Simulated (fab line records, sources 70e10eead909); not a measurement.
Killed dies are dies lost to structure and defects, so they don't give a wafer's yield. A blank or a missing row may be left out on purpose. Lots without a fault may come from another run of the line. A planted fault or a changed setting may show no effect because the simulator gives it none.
A struck lot beside a sound one | flow nand_harc | 40 steps out of a route of 1302
Sound: wafers L924.1, L924.4, L924.5. Struck: wafers L937.2, L937.3, L937.4. The cause comes at the end.
At each step with rows: each side's tool, then ch and its chambers, then its first start. Under that, the readings that differ: sound wafers | struck wafers | difference of the means | sigmas: that difference in standard deviations of wafers without a fault.
alike: readings whose means differ by less than 2 such deviations, and words and numbers that are the same on both sides. not compared: withheld readings, readings that some wafer has no value for, bounds like >300 that may hide the same value, and numbers for which the record gives no deviation and whose values overlap.
The two part at a step that has a row with sigmas, a row that says differs or no value, or rows on one side only. Numbers that don't overlap but have no deviation are shown without sigmas and don't part them. A reading that every wafer of one side lacks parts them only if that side has two wafers or more.

NHARC_A_STAIRCASE_DEP_280: deposits SiON, target thk 30 nm.
  sound on pecvd-03 ch 1,2, day 17 23:55; struck on pecvd-02 ch 0,1,2, day 23 04:27
  alike: heater_power_w
then, 10 steps without rows for these wafers: NHARC_A_STAIRCASE_DEHYDRATE_281 (time 120 s); NHARC_A_STAIRCASE_HMDS_282 (time 30 s); NHARC_A_STAIRCASE_COAT_283; NHARC_A_STAIRCASE_SOFTBAKE_284 (time 170 s); NHARC_A_STAIRCASE_EBR_285; NHARC_A_STAIRCASE_EXPOSE_286 (exposes mask CHOP 100); NHARC_A_STAIRCASE_PEB_287 (peb time 130 s); NHARC_A_STAIRCASE_DEVELOP_288 (time 140 s); NHARC_A_STAIRCASE_HARDBAKE_290 (time 140 s); NHARC_A_STAIRCASE_DESCUM_291 (chemistry O2, time 3 s).
NHARC_A_STAIRCASE_ETCH_292: etches the open film in CF4/CHF3.
  sound on rie_diel-12 ch 1,2, day 18 00:59; struck on rie_diel-12 ch 0,2,3, day 23 05:22
  alike: drypump_motor_current_A, oes_product_au, rf_vpp_V, showerhead_plenum_p_Torr, throttle_valve_pct
  not compared: rf_hours_counter_h
then, 3 steps without rows for these wafers: NHARC_A_STAIRCASE_HM_OPEN_460 (chemistry O2/COS); NHARC_A_STAIRCASE_STRIP_461 (strips in O2/COS); NHARC_A_STAIRCASE_ETCH_452 (etches the open film in CF4/O2, target depth 30 nm, overetch 3 nm, time 16.5 s).
NHARC_A_STAIRCASE_ETCH_294: etches the open film in C4F8/O2/Ar, target depth 4989 nm, time 1211.6 s.
  sound on rie_diel-12 ch 0,1,2; struck on rie_diel-12 ch 0,1,3
  alike: oes_product_au, rf_vpp_V
  not compared: rf_hours_counter_h
NHARC_A_STAIRCASE_STRIP_295: strips in O2.
  sound on rie_diel-12 ch 0,2,3; struck on rie_diel-12 ch 0,2,3
  alike: drypump_motor_current_A, oes_product_au, rf_vpp_V, showerhead_plenum_p_Torr, throttle_valve_pct
  not compared: rf_hours_counter_h
then, 3 steps without rows for these wafers: NHARC_A_STAIRCASE_STRIP_296 (strips in SPM, time 900 s); NHARC_A_STAIRCASE_PRECLEAN_297 (cleans in SC1); NHARC_A_STAIRCASE_SRD_298.
NHARC_A_STAIRCASE_HM_DEP_462: deposits aC, target thk 800 nm.
  sound on acl_dep-02 ch 0, day 18 07:26; struck on acl_dep-01 ch 0, day 23 08:57
  alike: throttle_valve_pct
then, 14 steps without rows for these wafers: NHARC_A_STAIRCASE_DEP_301 (deposits SiON, target thk 30 nm); NHARC_A_STAIRCASE_DEHYDRATE_302 (time 120 s); NHARC_A_STAIRCASE_HMDS_303 (time 30 s); NHARC_A_STAIRCASE_COAT_304; NHARC_A_STAIRCASE_SOFTBAKE_305 (time 170 s); NHARC_A_STAIRCASE_EBR_306; NHARC_A_STAIRCASE_EXPOSE_307 (exposes mask CHOP 50); NHARC_A_STAIRCASE_PEB_308 (peb time 130 s); NHARC_A_STAIRCASE_DEVELOP_309 (time 140 s); NHARC_A_STAIRCASE_HARDBAKE_311 (time 140 s); NHARC_A_STAIRCASE_DESCUM_312 (chemistry O2, time 3 s); NHARC_A_STAIRCASE_ETCH_313 (etches the open film in CF4/CHF3); NHARC_A_STAIRCASE_HM_OPEN_463 (chemistry O2/COS); NHARC_A_STAIRCASE_STRIP_464 (strips in O2/COS).
NHARC_A_STAIRCASE_ETCH_453: etches the open film in CF4/O2, target depth 30 nm, overetch 3 nm, time 16.5 s.
  sound on rie_diel-12 ch 0,3; struck on rie_diel-12 ch 1,2,3
  alike: drypump_motor_current_A, oes_o_777_au, oes_product_au, rf_vpp_V, showerhead_plenum_p_Torr, throttle_valve_pct
  not compared: rf_hours_counter_h
then, 3 steps without rows for these wafers: NHARC_A_STAIRCASE_ETCH_315 (etches the open film in C4F8/O2/Ar, target depth 2500 nm, time 607.1 s); NHARC_A_STAIRCASE_STRIP_316 (strips in O2); NHARC_A_STAIRCASE_STRIP_317 (strips in SPM, time 900 s).
-- the record jumps here: 7 days lie between the struck wafers' starts before and after (it left off in module A_STAIRCASE and takes up again in module END, whose first step shown is number 1302 of the route) --
NHARC_END_SORT_01:
  the record has rows for the struck wafers here (prober-02 ch 0, day 30 14:47) and none for the sound ones

WHERE THEY PART
Only at NHARC_END_SORT_01, within this record.

WHY: what the simulator had put in
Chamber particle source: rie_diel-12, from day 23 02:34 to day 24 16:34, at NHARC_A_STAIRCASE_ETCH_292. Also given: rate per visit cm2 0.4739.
